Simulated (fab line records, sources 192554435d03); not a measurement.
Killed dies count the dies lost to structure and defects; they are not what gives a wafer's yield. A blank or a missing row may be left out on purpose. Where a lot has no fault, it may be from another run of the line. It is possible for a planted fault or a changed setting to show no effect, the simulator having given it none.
Chamber matching -- flow n5-finfet -- N5_BEOL_M0_SAQP_ETCH_88 on rie-diel-03 has 4 sister chambers
The step etches underlayer in N2/H2, target depth 6.5 nm, time 5.2 s. 4 wafers are shown with their chamber, then 8 later ones without.

== WAFERS PAIRED WITH THEIR CHAMBERS ==
wafer,chamber,showerhead-plenum-p-Torr (Torr)
L086.1,0,2.41
L086.2,3,2.48
L086.3,1,2.58
L090.3,2,2.67

== WAFERS WITHOUT THEIR CHAMBER ==
wafer,showerhead-plenum-p-Torr (Torr)
L090.5,2.57
L090.6,2.67
L095.3,2.72
L095.4,2.67
L095.5,2.47
L096.3,2.57
L096.4,2.72
L096.5,2.72

== WHICH CHAMBER EACH WENT THROUGH ==
wafer,from the rows above,in truth
L090.5,1,1
L090.6,2,2
L095.3,2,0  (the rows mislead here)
L095.4,2,2
L095.5,can't be placed: 3 or 0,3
L096.3,1,1
L096.4,2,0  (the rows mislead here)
L096.5,2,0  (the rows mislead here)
Placed correctly: 4 of 8. Not placeable from these rows: 1 (in 1, the candidates include the true chamber). 3 placed wrongly.
How it was worked out, from the rows above alone: a wafer's distance from a chamber is the root of the sum, over the readings, of the square of ((its reading less the chamber's mean) divided by the reading's scatter). If the next closest chamber is less than 2 further off than the closest, the wafer can't be placed; otherwise it belongs to the closest. A chamber's mean is the mean of its shown wafers. The scatter: with one shown wafer a chamber, the root of the mean of the squares of how far each hidden wafer lies from its nearest shown one.
